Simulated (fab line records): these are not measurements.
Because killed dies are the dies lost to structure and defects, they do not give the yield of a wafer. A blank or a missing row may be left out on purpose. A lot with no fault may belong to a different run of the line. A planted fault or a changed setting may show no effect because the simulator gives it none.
The same fault as seen by 3 desks -- flow nandHarc -- what lay behind the numbers comes last; until then each desk has only its own

## FOR THE TOOL OWNER'S DESK: lithoTrack-01
The tool's own readings at NHARC_P_M0_PEB_07 (peb time 65 s): means of the sampled wafers that have a number, for each lot that ran on this tool. A lot is out of limits, marked OUT, if its mean lies more than 4 standard deviations from the usual mean; the brackets give that distance.
Columns: A = heaterPowerTotalW at NHARC_P_M0_PEB_07, usual 156.6 W
lot,first seen here,A
L741,day 5 21:23,156.1
L745,day 7 01:02,156.5
L754,day 8 22:53,161.0 (+10) OUT
L755,day 8 23:26,158.7 (+4.8) OUT
This desk's finding: out of limits on L754, L755; first on L754, day 8 22:53 (heaterPowerTotalW at NHARC_P_M0_PEB_07). L741, L745 stayed within limits.

## THE DEFECT DESK
For each lot, the counts of the inspections along the route, averaged over the sampled wafers that have a number. A lot is out of limits, marked OUT, if its mean lies more than 4 standard deviations from the usual mean; the brackets give that distance.
Columns: A = rawDefectCount at NHARC_P_CONTACT_INSPECT_27, usual 296
lot,first seen here,A
L742,day 5 20:02,218
L741,day 5 20:34,249
L743,day 6 13:46,156
L745,day 7 00:13,349
L754,day 8 22:04,291
L755,day 8 22:37,626
L757,day 9 16:28,355
L758,day 9 22:52,214
L761,day 10 19:54,394
L763,day 11 08:28,235
L764,day 11 16:28,320
Result from this desk: across the 11 lots, nothing is out of limits.

## FROM THE METROLOGY DESK
Means of the sampled wafers that have a number, per lot and without regard to the tool the lot ran on: this is what the gauges read. A lot is out of limits, marked OUT, if its mean lies more than 4 standard deviations from the usual mean; the brackets give that distance.
Columns: A = cdNm at NHARC_P_M0_CD_MEAS_09, usual 89.8 nm
lot,first seen here,A
L742,day 5 20:58,90.5
L741,day 5 21:28,89.3
L743,day 6 14:42,90.6
L745,day 7 01:07,89.6
L754,day 8 22:58,87.5
L755,day 8 23:31,88.3
L757,day 9 17:22,90.2
L758,day 9 23:43,89.3
L761,day 10 20:48,90.3
L763,day 11 09:23,89.6
L764,day 11 17:23,90.1
Result from this desk: across the 11 lots, nothing is out of limits.

## ALL TOGETHER
An alarm could have come from the tool owner's desk at day 8 22:53, on L754, L755.
Nothing out of limits was seen by the defect desk.
From the metrology desk's view, nothing was out of limits.
The defect desk has L754, L755 on record, within its limits.
The metrology desk has L754, L755 on record, within its limits.
All the named lots went through NHARC_P_M0_PEB_07 on lithoTrack-01.

## WHAT THE SIMULATOR HAD INSERTED
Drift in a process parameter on lithoTrack-01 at NHARC_P_M0_PEB_07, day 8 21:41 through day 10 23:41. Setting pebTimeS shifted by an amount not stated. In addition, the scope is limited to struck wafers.
Struck lots among those shown: L754, L755.
Each desk's first reading out of limits, in hours after the fault started: the tool owner's desk, 1.
